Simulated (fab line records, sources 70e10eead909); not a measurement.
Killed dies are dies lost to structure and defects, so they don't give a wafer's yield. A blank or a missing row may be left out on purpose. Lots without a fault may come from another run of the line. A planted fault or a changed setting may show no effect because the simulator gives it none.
Which tool did it? | flow nand_harc | 24 lots, 72 wafers sampled, at 6 steps of a route of 1159

WHAT THE GAUGES READ, wafer by wafer
The record holds no reading of a measuring or inspecting step that can be judged against a usual standard deviation.

WHICH TOOL RAN EACH LOT (tool, then ch and the chambers of the sampled wafers, then the start)
lot  | NHARC_A_STAIRCASE_DEP_259       | NHARC_A_STAIRCASE_ETCH_453                    | NHARC_A_STAIRCASE_STRIP_316                   | NHARC_A_STAIRCASE_ALD_415        | NHARC_A_STAIRCASE_DEP_151       | NHARC_A_STAIRCASE_DEP_325
L074 | pecvd-01 ch 1,2, day 11 19:49   | rie_diel-07 ch 0,1,3, day 12 05:02 or earlier | rie_diel-07 ch 0,2,3, day 12 05:02 or earlier | ald_hk-04 ch 0,1,2, day 12 05:02 | pecvd-04 ch 1,2, day 12 19:29   | pecvd-04 ch 0,2, day 13 13:29
L075 | pecvd-03 ch 0,2, day 11 23:02   | rie_diel-06 ch 0,3, day 12 07:55 or earlier   | rie_diel-06 ch 0,2,3, day 12 07:55 or earlier | ald_hk-03 ch 0,1,2, day 12 07:55 | pecvd-03 ch 0,1,2, day 12 19:23 | pecvd-01 ch 0,1, day 13 13:29
L077 | pecvd-04 ch 0,1,2, day 12 04:38 | rie_diel-07 ch 1,2, day 12 13:09 or earlier   | rie_diel-07 ch 0,2,3, day 12 13:09 or earlier | ald_hk-03 ch 0,3, day 12 13:09   | pecvd-04 ch 0,1,2, day 13 03:36 | pecvd-01 ch 0,1,2, day 13 19:06
L076 | pecvd-04 ch 0,2, day 12 10:01   | rie_diel-06 ch 2,3, day 12 18:27 or earlier   | rie_diel-06 ch 0,1,2, day 12 18:27 or earlier | ald_hk-03 ch 1,2,3, day 12 18:27 | pecvd-04 ch 0,1, day 13 08:32   | pecvd-01 ch 1,2, day 14 00:25
L079 | pecvd-04 ch 0,2, day 12 11:58   | rie_diel-07 ch 2,3, day 12 21:55 or earlier   | rie_diel-07 ch 1,2,3, day 12 21:55 or earlier | ald_hk-04 ch 0,2, day 12 21:55   | pecvd-01 ch 0,1, day 13 11:54   | pecvd-04 ch 0,1, day 14 00:14
L078 | pecvd-03 ch 0,1,2, day 12 13:18 | rie_diel-07 ch 0,3, day 13 00:01 or earlier   | rie_diel-07 ch 0,2, day 13 00:01 or earlier   | ald_hk-04 ch 0,1,2, day 13 00:01 | pecvd-04 ch 0,2, day 13 12:02   | pecvd-03 ch 0,1,2, day 14 00:19
L080 | pecvd-03 ch 1,2, day 12 14:41   | rie_diel-07 ch 0,2,3, day 13 01:27 or earlier | rie_diel-07 ch 0,2,3, day 13 01:27 or earlier | ald_hk-01 ch 0,2, day 13 01:27   | pecvd-04 ch 0,1,2, day 13 16:07 | pecvd-04 ch 0,2, day 14 07:43
L081 | pecvd-01 ch 0,1, day 13 03:17   | rie_diel-07 ch 1,3, day 13 11:13 or earlier   | rie_diel-07 ch 1,3, day 13 11:13 or earlier   | ald_hk-03 ch 0,1,3, day 13 11:13 | pecvd-03 ch 0,1, day 14 02:01   | pecvd-04 ch 0,2, day 14 21:29
L083 | pecvd-01 ch 1,2, day 13 04:38   | rie_diel-09 ch 1,2, day 13 13:14 or earlier   | rie_diel-09 ch 1,2, day 13 13:14 or earlier   | ald_hk-01 ch 0,1,3, day 13 13:14 | pecvd-01 ch 0,1, day 14 02:13   | pecvd-01 ch 0,1, day 14 21:46
L082 | pecvd-04 ch 0,1,2, day 13 11:56 | rie_diel-09 ch 0,1, day 13 20:58 or earlier   | rie_diel-09 ch 0,1, day 13 20:58 or earlier   | ald_hk-04 ch 0,2,3, day 13 20:58 | pecvd-01 ch 0,1, day 14 10:52   | pecvd-03 ch 0,1,2, day 15 05:14
L085 | pecvd-01 ch 0,1,2, day 14 00:57 | rie_diel-06 ch 1,2, day 14 14:22 or earlier   | rie_diel-06 ch 0,2,3, day 14 14:22 or earlier | ald_hk-01 ch 1,2,3, day 14 14:22 | pecvd-01 ch 0,1, day 15 04:59   | pecvd-03 ch 0,2, day 15 16:36
L084 | pecvd-03 ch 0,1, day 14 01:05   | rie_diel-09 ch 0,2, day 14 09:40 or earlier   | rie_diel-09 ch 0,2,3, day 14 09:40 or earlier | ald_hk-01 ch 1,2,3, day 14 09:40 | pecvd-03 ch 0,1, day 15 01:46   | pecvd-01 ch 1, day 15 16:45
L086 | pecvd-04 ch 1,2, day 14 12:50   | rie_diel-07 ch 0,3, day 14 21:04 or earlier   | rie_diel-07 ch 0,1,3, day 14 21:04 or earlier | ald_hk-03 ch 0,1, day 14 21:04   | pecvd-01 ch 0,1, day 15 11:21   | pecvd-01 ch 0,1, day 16 09:26
L087 | pecvd-01 ch 1,2, day 14 14:04   | rie_diel-09 ch 0,2,3, day 14 22:21 or earlier | rie_diel-09 ch 1,2, day 14 22:21 or earlier   | ald_hk-01 ch 0,3, day 14 22:21   | pecvd-03 ch 1,2, day 15 11:25   | pecvd-03 ch 0,2, day 16 09:26
L089 | pecvd-01 ch 1, day 15 10:42     | rie_diel-06 ch 2,3, day 15 19:55 or earlier   | rie_diel-06 ch 2,3, day 15 19:55 or earlier   | ald_hk-04 ch 0,1,3, day 15 19:55 | pecvd-01 ch 0,1,2, day 16 10:06 | pecvd-03 ch 0,1,2, day 17 03:30
L090 | pecvd-03 ch 1,2, day 15 12:23   | rie_diel-06 ch 2,3, day 15 23:30 or earlier   | rie_diel-06 ch 2,3, day 15 23:30 or earlier   | ald_hk-04 ch 0,1,3, day 15 23:30 | pecvd-04 ch 0,1, day 16 14:00   | pecvd-01 ch 0,1,2, day 17 03:34
L088 | pecvd-04 ch 1,2, day 15 21:43   | rie_diel-09 ch 0,1,2, day 16 09:57 or earlier | rie_diel-09 ch 0,2, day 16 09:57 or earlier   | ald_hk-03 ch 0,2, day 16 09:57   | pecvd-01 ch 0,1,2, day 17 00:29 | pecvd-03 ch 0,1,2, day 17 15:30
L091 | pecvd-01 ch 0,1, day 16 01:28   | rie_diel-06 ch 2,3, day 16 13:11 or earlier   | rie_diel-06 ch 1,2,3, day 16 13:11 or earlier | ald_hk-03 ch 0,3, day 16 13:11   | pecvd-01 ch 0,1,2, day 17 05:16 | pecvd-03 ch 0,1,2, day 17 20:40
L093 | pecvd-04 ch 0,1,2, day 16 01:29 | rie_diel-07 ch 1,3, day 16 12:31 or earlier   | rie_diel-07 ch 1,2,3, day 16 12:31 or earlier | ald_hk-03 ch 1,2,3, day 16 12:31 | pecvd-03 ch 0,1,2, day 17 00:24 | pecvd-01 ch 0,1, day 17 15:22
L092 | pecvd-01 ch 0,1,2, day 16 06:14 | rie_diel-07 ch 1,3, day 16 16:18 or earlier   | rie_diel-07 ch 1,2,3, day 16 16:18 or earlier | ald_hk-01 ch 0,1,3, day 16 16:18 | pecvd-01 ch 0,1,2, day 17 08:18 | pecvd-01 ch 0,2, day 17 20:40
L094 | pecvd-03 ch 1,2, day 16 09:49   | rie_diel-07 ch 0,1,3, day 16 22:07 or earlier | rie_diel-07 ch 0,1,2, day 16 22:07 or earlier | ald_hk-01 ch 0,1,2, day 16 22:07 | pecvd-04 ch 0,1, day 17 13:41   | pecvd-04 ch 0,1, day 18 13:23
L095 | pecvd-03 ch 0,1,2, day 16 17:28 | rie_diel-07 ch 0,2,3, day 17 06:16 or earlier | rie_diel-07 ch 0,2,3, day 17 06:16 or earlier | ald_hk-03 ch 0,2, day 17 06:16   | pecvd-03 ch 1,2, day 17 21:09   | pecvd-04 ch 0,1,2, day 18 14:09
L096 | pecvd-01 ch 0,1, day 16 22:59   | rie_diel-07 ch 0,1,2, day 17 08:26 or earlier | rie_diel-07 ch 1,2, day 17 08:26 or earlier   | ald_hk-04 ch 1,2, day 17 08:26   | pecvd-01 ch 0,1,2, day 17 21:15 | pecvd-03 ch 0,1,2, day 18 13:38
L097 | pecvd-01 ch 1,2, day 17 10:19   | rie_diel-07 ch 2,3, day 17 18:56 or earlier   | rie_diel-07 ch 0,3, day 17 18:56 or earlier   | ald_hk-04 ch 2,3, day 17 18:56   | pecvd-04 ch 0,2, day 18 10:00   | pecvd-03 ch 0,1, day 19 02:25
- NHARC_A_STAIRCASE_DEP_259: deposits SiON, target thk 30 nm.
- NHARC_A_STAIRCASE_ETCH_453: etches the open film in CF4/O2, target depth 30 nm, overetch 3 nm, time 16.5 s.
- NHARC_A_STAIRCASE_STRIP_316: strips in O2.
- NHARC_A_STAIRCASE_ALD_415: deposits SiO2, target thk 30 nm, pulse time 6 s, ald cycles 300.
- NHARC_A_STAIRCASE_DEP_151: deposits SiO2, target thk 3800 nm.
- NHARC_A_STAIRCASE_DEP_325: deposits SiO2, target thk 3800 nm.

WHAT THE TOOLS THEMSELVES READ (means of the sampled wafers that have a number; where no wafer has one, the mark that the record gives instead)
NHARC_A_STAIRCASE_DEP_259. Usual: heater_power_w 773 W, standard deviation 79.
lot  | tool     | heater_power_w (W) | flag
L074 | pecvd-01 | 798                |
L075 | pecvd-03 | 904                |
L077 | pecvd-04 | 669                |
L076 | pecvd-04 | 705                |
L079 | pecvd-04 | 726                |
L078 | pecvd-03 | 880                |
L080 | pecvd-03 | 913                |
L081 | pecvd-01 | 819                |
L083 | pecvd-01 | 786                |
L082 | pecvd-04 | 706                |
L085 | pecvd-01 | 789                |
L084 | pecvd-03 | 812                |
L086 | pecvd-04 | 621                |
L087 | pecvd-01 | 793                |
L089 | pecvd-01 | 787                |
L090 | pecvd-03 | 829                |
L088 | pecvd-04 | 699                |
L091 | pecvd-01 | 796                |
L093 | pecvd-04 | 694                |
L092 | pecvd-01 | 780                |
L094 | pecvd-03 | 812                |
L095 | pecvd-03 | 836                |
L096 | pecvd-01 | 750                |
L097 | pecvd-01 | 828                |

NHARC_A_STAIRCASE_ETCH_453. Usual: cf4_flow_sccm 79.99 sccm, standard deviation 0.22; drypump_motor_current_A 5.9 A, standard deviation 0.47; oes_product_au 1.001 a.u., standard deviation 0.0091; rf_vpp_V 197.6 V, standard deviation 1.3; showerhead_plenum_p_Torr 1.33 Torr, standard deviation 0.048; throttle_valve_pct 13.397 %, standard deviation 0.0083.
lot  | tool        | cf4_flow_sccm (sccm) | drypump_motor_current_A (A) | oes_product_au (a.u.) | rf_vpp_V (V) | showerhead_plenum_p_Torr (Torr) | throttle_valve_pct (%) | flag
L074 | rie_diel-07 | 79.95                | 6.2                         | 1.001                 | 197.1        | 1.30                            | 13.401                 |
L075 | rie_diel-06 | 80.21                | 5.8                         | 0.996                 | 196.9        | 1.28                            | 13.405                 |
L077 | rie_diel-07 | 79.87                | 5.8                         | 1.006                 | 197.8        | 1.35                            | 13.390                 |
L076 | rie_diel-06 | 79.93                | 5.7                         | 0.997                 | 198.4        | 1.36                            | 13.400                 |
L079 | rie_diel-07 | 80.01                | 6.2                         | 1.003                 | 198.6        | 1.37                            | 13.398                 |
L078 | rie_diel-07 | 80.12                | 6.5                         | 0.999                 | 196.6        | 1.31                            | 13.399                 |
L080 | rie_diel-07 | 80.19                | 6.2                         | 1.004                 | 198.6        | 1.34                            | 13.395                 |
L081 | rie_diel-07 | 80.00                | 6.0                         | 1.010                 | 196.3        | 1.29                            | 13.395                 |
L083 | rie_diel-09 | 80.06                | 6.0                         | 0.989                 | 198.5        | 1.36                            | 13.395                 |
L082 | rie_diel-09 | 79.90                | 5.1                         | 1.004                 | 198.1        | 1.34                            | 13.400                 |
L085 | rie_diel-06 | 79.96                | 5.7                         | 1.001                 | 197.8        | 1.31                            | 13.399                 |
L084 | rie_diel-09 | 79.82                | 5.3                         | 0.997                 | 198.2        | 1.34                            | 13.406                 |
L086 | rie_diel-07 | 80.36                | 6.5                         | 1.012                 | 197.8        | 1.31                            | 13.399                 |
L087 | rie_diel-09 | 80.06                | 5.8                         | 0.993                 | 198.2        | 1.34                            | 13.393                 |
L089 | rie_diel-06 | 79.84                | 5.7                         | 1.012                 | 198.8        | 1.35                            | 13.386                 |
L090 | rie_diel-06 | 80.17                | 5.7                         | 1.003                 | 198.4        | 1.35                            | 13.390                 |
L088 | rie_diel-09 | 79.76                | 5.6                         | 1.001                 | 197.3        | 1.34                            | 13.399                 |
L091 | rie_diel-06 | 79.75                | 5.7                         | 1.008                 | 198.2        | 1.35                            | 13.400                 |
L093 | rie_diel-07 | 79.81                | 6.0                         | 1.006                 | 196.7        | 1.28                            | 13.392                 |
L092 | rie_diel-07 | 80.00                | 6.0                         | 0.999                 | 197.3        | 1.28                            | 13.408                 |
L094 | rie_diel-07 | 80.01                | 6.2                         | 1.001                 | 196.1        | 1.29                            | 13.391                 |
L095 | rie_diel-07 | 79.98                | 6.2                         | 1.004                 | 198.2        | 1.33                            | 13.402                 |
L096 | rie_diel-07 | 80.13                | 6.0                         | 0.998                 | 197.9        | 1.30                            | 13.396                 |
L097 | rie_diel-07 | 79.72                | 5.9                         | 1.006                 | 198.4        | 1.37                            | 13.399                 |

NHARC_A_STAIRCASE_STRIP_316. Usual: drypump_motor_current_A 5.9 A, standard deviation 0.46; oes_product_au 1.004 a.u., standard deviation 0.0083; rf_vpp_V 57.8 V, standard deviation 0.82; showerhead_plenum_p_Torr 3.51 Torr, standard deviation 0.12; throttle_valve_pct 17.037 %, standard deviation 0.0097.
lot  | tool        | drypump_motor_current_A (A) | oes_product_au (a.u.) | rf_vpp_V (V) | showerhead_plenum_p_Torr (Torr) | throttle_valve_pct (%) | flag
L074 | rie_diel-07 | 6.2                         | 1.005                 | 57.3         | 3.56                            | 17.039                 |
L075 | rie_diel-06 | 5.6                         | 1.007                 | 57.8         | 3.49                            | 17.028                 |
L077 | rie_diel-07 | 6.2                         | 1.002                 | 57.2         | 3.55                            | 17.037                 |
L076 | rie_diel-06 | 5.5                         | 0.999                 | 56.9         | 3.45                            | 17.036                 |
L079 | rie_diel-07 | 6.0                         | 1.010                 | 57.7         | 3.53                            | 17.037                 |
L078 | rie_diel-07 | 6.0                         | 1.015                 | 58.3         | 3.58                            | 17.037                 |
L080 | rie_diel-07 | 6.2                         | 1.006                 | 57.6         | 3.55                            | 17.034                 |
L081 | rie_diel-07 | 6.0                         | 1.023                 | 57.5         | 3.42                            | 17.031                 |
L083 | rie_diel-09 | 6.0                         | 0.997                 | 58.6         | 3.60                            | 17.028                 |
L082 | rie_diel-09 | 5.5                         | 1.004                 | 58.1         | 3.56                            | 17.031                 |
L085 | rie_diel-06 | 5.6                         | 1.007                 | 57.5         | 3.49                            | 17.046                 |
L084 | rie_diel-09 | 5.8                         | 1.002                 | 58.1         | 3.56                            | 17.035                 |
L086 | rie_diel-07 | 6.3                         | 1.003                 | 57.1         | 3.43                            | 17.037                 |
L087 | rie_diel-09 | 6.1                         | 0.998                 | 57.7         | 3.59                            | 17.032                 |
L089 | rie_diel-06 | 5.4                         | 1.007                 | 58.7         | 3.58                            | 17.034                 |
L090 | rie_diel-06 | 5.7                         | 1.003                 | 57.4         | 3.57                            | 17.041                 |
L088 | rie_diel-09 | 5.7                         | 0.999                 | 57.4         | 3.55                            | 17.046                 |
L091 | rie_diel-06 | 5.7                         | 1.006                 | 57.9         | 3.52                            | 17.041                 |
L093 | rie_diel-07 | 6.0                         | 0.996                 | 58.0         | 3.52                            | 17.042                 |
L092 | rie_diel-07 | 5.9                         | 1.000                 | 58.0         | 3.52                            | 17.038                 |
L094 | rie_diel-07 | 6.0                         | 1.010                 | 57.9         | 3.45                            | 17.046                 |
L095 | rie_diel-07 | 6.3                         | 1.001                 | 57.9         | 3.53                            | 17.030                 |
L096 | rie_diel-07 | 5.7                         | 1.004                 | 58.0         | 3.54                            | 17.036                 |
L097 | rie_diel-07 | 6.5                         | 1.001                 | 58.3         | 3.44                            | 17.042                 |

NHARC_A_STAIRCASE_ALD_415. Usual: heater_power_w 484 W, standard deviation 57; precursor_pulse_height_rel 1.002, standard deviation 0.019.
lot  | tool      | heater_power_w (W) | precursor_pulse_height_rel | flag
L074 | ald_hk-04 | 479                | 0.997                      |
L075 | ald_hk-03 | 477                | 0.998                      |
L077 | ald_hk-03 | 497                | 0.988                      |
L076 | ald_hk-03 | 486                | 1.006                      |
L079 | ald_hk-04 | 486                | 1.005                      |
L078 | ald_hk-04 | 487                | 1.019                      |
L080 | ald_hk-01 | 400                | 1.010                      |
L081 | ald_hk-03 | 525                | 1.003                      |
L083 | ald_hk-01 | 487                | 0.977                      |
L082 | ald_hk-04 | 476                | 1.024                      |
L085 | ald_hk-01 | 522                | 0.999                      |
L084 | ald_hk-01 | 522                | 0.997                      |
L086 | ald_hk-03 | 551                | 1.003                      |
L087 | ald_hk-01 | 509                | 1.005                      |
L089 | ald_hk-04 | 479                | 1.008                      |
L090 | ald_hk-04 | 480                | 0.999                      |
L088 | ald_hk-03 | 437                | 1.004                      |
L091 | ald_hk-03 | 484                | 0.994                      |
L093 | ald_hk-03 | 490                | 1.011                      |
L092 | ald_hk-01 | 491                | 1.000                      |
L094 | ald_hk-01 | 458                | 1.024                      |
L095 | ald_hk-03 | 439                | 0.999                      |
L096 | ald_hk-04 | 501                | 1.010                      |
L097 | ald_hk-04 | 463                | 1.010                      |

NHARC_A_STAIRCASE_DEP_151. Usual: heater_power_w 671 W, standard deviation 89.
lot  | tool     | heater_power_w (W) | flag
L074 | pecvd-04 | 598                |
L075 | pecvd-03 | 735                |
L077 | pecvd-04 | 549                |
L076 | pecvd-04 | 588                |
L079 | pecvd-01 | 710                |
L078 | pecvd-04 | 553                |
L080 | pecvd-04 | 580                |
L081 | pecvd-03 | 711                |
L083 | pecvd-01 | 699                |
L082 | pecvd-01 | 691                |
L085 | pecvd-01 | 703                |
L084 | pecvd-03 | 667                |
L086 | pecvd-01 | 665                |
L087 | pecvd-03 | 697                |
L089 | pecvd-01 | 690                |
L090 | pecvd-04 | 568                |
L088 | pecvd-01 | 658                |
L091 | pecvd-01 | 705                |
L093 | pecvd-03 | 724                |
L092 | pecvd-01 | 675                |
L094 | pecvd-04 | 567                |
L095 | pecvd-03 | 706                |
L096 | pecvd-01 | 701                |
L097 | pecvd-04 | 582                |

NHARC_A_STAIRCASE_DEP_325. Usual: heater_power_w 679 W, standard deviation 83.
lot  | tool     | heater_power_w (W) | flag
L074 | pecvd-04 | 623                |
L075 | pecvd-01 | 711                |
L077 | pecvd-01 | 645                |
L076 | pecvd-01 | 712                |
L079 | pecvd-04 | 562                |
L078 | pecvd-03 | 726                |
L080 | pecvd-04 | 560                |
L081 | pecvd-04 | 575                |
L083 | pecvd-01 | 659                |
L082 | pecvd-03 | 699                |
L085 | pecvd-03 | 721                |
L084 | pecvd-01 | 695                |
L086 | pecvd-01 | 686                |
L087 | pecvd-03 | 692                |
L089 | pecvd-03 | 718                |
L090 | pecvd-01 | 744                |
L088 | pecvd-03 | 718                |
L091 | pecvd-03 | 724                |
L093 | pecvd-01 | 679                |
L092 | pecvd-01 | 653                |
L094 | pecvd-04 | 600                |
L095 | pecvd-04 | 557                |
L096 | pecvd-03 | 712                |
L097 | pecvd-03 | 683                |

THE ANSWER, worked out from the rows above alone
Rule: a lot is off if the mean of its wafers that have a number lies more than 3 standard deviations from the usual mean. A lot without any number at a reading at which 4 lots or more have one is off too. The other lots that the step has rows for count as sound. The gauges are gone through in route order, then the tools' own readings, and for those a lot's mean is taken as printed above. The first step at which some lot is off is used, and at that step the reading that is off furthest; a lot without a number counts as furthest.
No lot is off at any reading shown: from this, nothing can be told.

WHAT THE SIMULATOR HAD PUT IN
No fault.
